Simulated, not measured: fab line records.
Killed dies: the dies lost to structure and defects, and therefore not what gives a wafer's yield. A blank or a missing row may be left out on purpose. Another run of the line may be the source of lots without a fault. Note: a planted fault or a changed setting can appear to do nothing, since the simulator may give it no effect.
2 desks, one fault | flow n5 finfet | what lay behind the numbers comes last; until then each desk has only its own

## FROM THE METROLOGY DESK
Lot by lot, what the gauges showed, no matter which tool ran the lot: averages of those sampled wafers that carry a number. Marked OUT: a lot whose mean sits more than 4 standard deviations from the usual mean, which makes it out of limits; the brackets give that distance.
Columns: A = M4_OVL at N5_BEOL_M4_OVL_MEAS_12, usual -0.1 nm
lot  | first seen here | A
L153 | day 7 03:01     | -0.3
L155 | day 8 09:04     | -0.1
L157 | day 8 10:39     | 0.1
L159 | day 8 13:10     | -0.4
L160 | day 10 03:16    | -0.5
L163 | day 10 05:34    | -0.9
L162 | day 10 08:47    | -0.4
L164 | day 10 09:47    | -0.3
L165 | day 10 16:54    | 0.4
L166 | day 10 22:00    | 0.3
L167 | day 11 02:08    | 0.4
L176 | day 13 07:11    | -0.4
Finding of this desk: none of the 12 lots has anything out of limits.

## AT THE TOOL OWNER'S DESK: litho track-04
The tool's own readings at N5_BEOL_M4_DEVELOP_10 (develop time 30 s): means of the sampled wafers that have a number, for each lot that ran on this tool. Marked OUT: a lot whose mean sits more than 4 standard deviations from the usual mean, which makes it out of limits; the brackets give that distance.
Columns: A = chill plate temp C at N5_BEOL_M4_DEVELOP_10, usual 23.00 C
lot  | first seen here | A
L153 | day 7 02:56     | 23.08
L155 | day 8 08:58     | 22.95
L176 | day 13 07:06    | 22.99
Finding of this desk: none of the 3 lots has anything out of limits.

## ALL TOGETHER
Metrology desk: nothing out of limits seen.
Nothing out of limits was seen by the tool owner's desk.

## WHAT THE SIMULATOR HAD INSERTED
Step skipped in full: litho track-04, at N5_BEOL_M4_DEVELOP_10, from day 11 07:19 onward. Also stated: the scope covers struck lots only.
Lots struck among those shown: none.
